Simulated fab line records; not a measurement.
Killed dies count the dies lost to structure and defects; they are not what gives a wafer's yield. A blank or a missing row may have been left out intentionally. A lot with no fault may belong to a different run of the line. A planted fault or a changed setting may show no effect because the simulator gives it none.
Problem report, 8D (eight disciplines) form, completed by code | flow n5 finfet | the parts of the form that need people (team, actions taken, sign-off) are left out

== 1. THE PROBLEM ==
Mean of trench depth nm at N5_BEOL_M14_OCD_MEAS_35: 394 nm across 4 wafers in 3 lots; on wafers with no fault it is 547 nm (standard deviation 21). That is -7.3 standard deviations from the usual mean.
Earliest sighting: wafer L582.3 on ocd-01 at day 14 06:59. The record has a number at this step for 18 wafers belonging to 7 lots. Rule for "out", or "out of limits": more than 4 standard deviations from the usual mean. The rest of the wafers with a number are treated as sound.

== 2. WHAT IT IS, WHAT IT ISN'T ==
question                    | is                             | is not
which readings at this step | trench depth nm                | -
which lots                  | L581, L582, L583               | L568, L577, L579, L590
which wafers of those lots  | L581.3, L582.3, L583.3, L583.4 | L581.1, L582.1
read on which gauges        | ocd-01, ocd-02                 | -
when                        | from day 14 06:59              | up to then (7 sound wafers); but 7 sound wafers of L579, L581, L590 came after

== 3. SUSPECTS, AND WHAT RULES EACH OUT ==
Counting: any tool at a process step up to the reading remains a suspect provided it ran every lot that is out. Sound lots after the first of them don't rule it out here, since some wafers of a struck lot are sound.
- ruled out: the gauge at N5_BEOL_M14_OCD_MEAS_35. Those wafers that are out were read across 2 gauges (ocd-01, ocd-02).
- rie diel-02 at N5_BEOL_M14_TRENCH_ETCH_34 (etches SiO2 in C4F8/O2/Ar, target depth 556.65 nm, time 126.9 s): kept. It processed each lot that is out (first: L582, day 14 06:50); up to then, its last sound lot is L577 (day 13 09:48).
The count leaves rie diel-02 at N5_BEOL_M14_TRENCH_ETCH_34.

== 4. THE CAUSE (what the simulator had put in) ==
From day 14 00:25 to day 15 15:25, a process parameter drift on rie diel-02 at N5_BEOL_M14_TRENCH_ETCH_34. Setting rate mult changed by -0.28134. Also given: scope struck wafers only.
Counting left only this tool.

== 5. THE EFFECT CHAIN, in route order ==
Each row: a reading where the mean over the struck wafers with a number is more than 3 standard deviations away from the usual. Only readings for which the record gives a usual standard deviation are gone through. hours: the time from each lot's start at the first step in this table that gives one to its start at this step, as a median over the lots. sigmas: the change in usual standard deviations.
hours | step                    | reading           | usual         | on struck wafers | change  | sigmas
0     | N5_BEOL_M14_OCD_MEAS_35 | trench depth nm   | 547 nm        | 394              | -152    | -7.3
5     | N5_BEOL_M14_THK_MEAS_50 | M14_THK           | 546 nm        | 398              | -148    | -6.7
5     | N5_BEOL_M14_RS_MEAS_54  | M14_RS            | 0.0339 ohm/sq | 0.0474           | +0.0135 | +10
14    | N5_BEOL_M15_RC_MEAS_101 | SERP_M14          | 0.163 ohm/um  | 0.230            | +0.067  | +9.2
14    | N5_BEOL_M15_RC_MEAS_101 | SERP_M14_max_site | 0.165 ohm/um  | 0.234            | +0.069  | +9.2
29    | N5_PASSIVATION_PROBE_49 | sort_bin_8_speed  | 0.01 %        | 0.17             | +0.16   | +4.1
Process steps it contains:
- N5_PASSIVATION_PROBE_49

== 6. HOW IT WOULD HAVE BEEN CAUGHT EARLIER ==
7 hours passed between the start of the fault at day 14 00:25 and the first reading out of limits at a measuring or inspecting step in this record, taken at day 14 06:59.
Tool readings at N5_BEOL_M14_TRENCH_ETCH_34 with a usual standard deviation given in the record: none out on any struck wafer, hence no alarm at a limit of 4 standard deviations on them.
L581, L583, from the lots that are out (3), started N5_BEOL_M14_TRENCH_ETCH_34 on rie diel-02 later than day 14 06:59. A hold on the tool at that time would have spared those 2.
